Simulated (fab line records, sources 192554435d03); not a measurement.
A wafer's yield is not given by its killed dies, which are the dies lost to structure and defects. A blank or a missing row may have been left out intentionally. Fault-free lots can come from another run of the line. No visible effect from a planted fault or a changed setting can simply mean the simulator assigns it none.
Problem report in the 8D (eight disciplines) form, filled by code || flow n5-finfet || the parts of the form that need people (team, actions taken, sign-off) are left out

## 1. WHAT IS WRONG
Mean of plate-temp-C at N5_BEOL_M5_COAT_59: 256.74 C across 6 wafers in 2 lots; on wafers with no fault it is 249.99 C (standard deviation 0.18). That puts it +37 standard deviations away from the usual mean.
The step: time 60 s, resist thk 60 nm.
The first sign was on wafer L214.4 at day 11 08:52, on litho-track-01. Wafers with a number at this step in the record: 18, from 6 lots. Rule for "out", or "out of limits": more than 4 standard deviations from the usual mean. The rest of the wafers with a number are treated as sound.

## 2. WHAT THIS IS AND IS NOT
{"question": "which readings at this step", "is": "plate-temp-C, heater-power-total-W", "is not": "-"}
{"question": "which lots", "is": "L214, L216", "is not": "L201, L202, L217, L220"}
{"question": "which wafers of those lots", "is": "all that have a number", "is not": "-"}
{"question": "read on which tools", "is": "litho-track-01", "is not": "litho-track-02"}
{"question": "when", "is": "from day 11 08:52", "is not": "up to then (6 sound wafers); but 6 sound wafers of L217, L220 came after"}

## 3. WHAT RULES OUT EACH SUSPECT
Counting: a tool at any process step up to the reading remains a suspect when it ran all the lots that are out and ran no sound lot after the first of those.
- cvd-co-02 at N5_BEOL_M4_PRE_CLEAN_60 (time 15 s): ruled out as a lasting fault. After its first lot that is out, L214 (day 11 05:58), sound lots L217, L220 ran on it.
- pecvd-02 at N5_BEOL_M5_ILD_DEP_00 (deposits SiCOH lowk from DEMS/porogen, target thk 140.64 nm, time 25.9 s): kept. It ran every lot that is out, first L214 (day 11 07:13), and no sound lot after that.
- litho-track-01 at N5_BEOL_M5_COAT_59 (time 60 s, resist thk 60 nm): kept. It ran every lot that is out, first L214 (day 11 08:52), and no sound lot after that; its last sound lot up to then is L202 (day 8 11:22). On those wafers its own readings are out: heater-power-total-W, plate-temp-C.
After counting, pecvd-02 at N5_BEOL_M5_ILD_DEP_00 and litho-track-01 at N5_BEOL_M5_COAT_59 remain.

## 4. THE CAUSE (what the simulator had put in)
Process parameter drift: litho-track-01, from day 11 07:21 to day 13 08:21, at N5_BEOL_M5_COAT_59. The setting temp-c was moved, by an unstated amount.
Counting leaves 2 suspects; this tool is one of them.

## 5. SEQUENCE OF EFFECTS, ordered by route
Rows list readings where the struck wafers' mean (over those with a number) sits beyond 3 standard deviations from the usual. Readings are gone through only where the record gives a usual standard deviation; hours: the median, over the lots, of the time from a lot's start at the first step in this table giving one to that lot's start at this step; sigmas: the change measured in usual standard deviations.
{"hours": 0, "step": "N5_BEOL_M5_COAT_59", "reading": "heater-power-total-W", "usual": "500.5 W", "on struck wafers": 517.5, "change": "+17.0", "sigmas": "+10"}
{"hours": 0, "step": "N5_BEOL_M5_COAT_59", "reading": "plate-temp-C", "usual": "249.99 C", "on struck wafers": 256.74, "change": "+6.75", "sigmas": "+37"}
Its process steps:
- N5_BEOL_M5_COAT_59: time 60 s, resist thk 60 nm.

## 6. WHAT WOULD HAVE CAUGHT IT SOONER
In this record no reading fell out of limits until day 11 08:52, 2 hours after the fault had begun at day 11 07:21.
